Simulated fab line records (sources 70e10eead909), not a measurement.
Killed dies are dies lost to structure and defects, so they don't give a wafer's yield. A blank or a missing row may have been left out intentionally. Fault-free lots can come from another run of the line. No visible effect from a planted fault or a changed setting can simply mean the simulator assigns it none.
Matching of chambers :: flow nand_harc :: NHARC_P_BONDPAD_ETCH_37 on rie_diel-04: 4 sister chambers
The step etches the open film in N2/H2, target depth 60 nm, overetch 18 nm, time 65.91 s. 4 wafers are shown with their chamber, then 7 later ones without.

## WAFERS WITH THEIR CHAMBER
wafer: L225.1
chamber: 3
drypump_motor_current_A (A): 6.2

wafer: L225.5
chamber: 1
drypump_motor_current_A (A): 5.1

wafer: L233.2
chamber: 2
drypump_motor_current_A (A): 5.7

wafer: L233.4
chamber: 0
drypump_motor_current_A (A): 5.7

## WAFERS WITHOUT THEIR CHAMBER
wafer: L233.5
drypump_motor_current_A (A): 5.7

wafer: L238.2
drypump_motor_current_A (A): 5.7

wafer: L238.4
drypump_motor_current_A (A): 6.3

wafer: L238.5
drypump_motor_current_A (A): 5.1

wafer: L239.3
drypump_motor_current_A (A): 6.2

wafer: L239.4
drypump_motor_current_A (A): 5.7

wafer: L239.5
drypump_motor_current_A (A): 5.1

## CHAMBER TAKEN BY EACH
wafer: L233.5
from the rows above: can't be placed: 0 or 2
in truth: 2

wafer: L238.2
from the rows above: can't be placed: 0 or 2
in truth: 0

wafer: L238.4
from the rows above: 3
in truth: 3

wafer: L238.5
from the rows above: 1
in truth: 1

wafer: L239.3
from the rows above: 3
in truth: 3

wafer: L239.4
from the rows above: can't be placed: 0 or 2
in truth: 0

wafer: L239.5
from the rows above: 1
in truth: 1
Correct placement for 4 of the 7. Cannot be placed on the basis of these rows: 3; the candidates contain the true chamber in 3. Number placed wrongly: 0.
How it was worked out, from the rows above alone: a wafer's distance from a chamber is the root of the sum, over the readings, of the square of ((its reading less the chamber's mean) divided by the reading's scatter). The wafer belongs to the nearest chamber; if the next one is less than 2 further off, it can't be placed. Each chamber's mean is taken over the wafers shown for it. The scatter: root of mean squared gap, hidden wafer to nearest shown wafer, with one shown wafer a chamber.
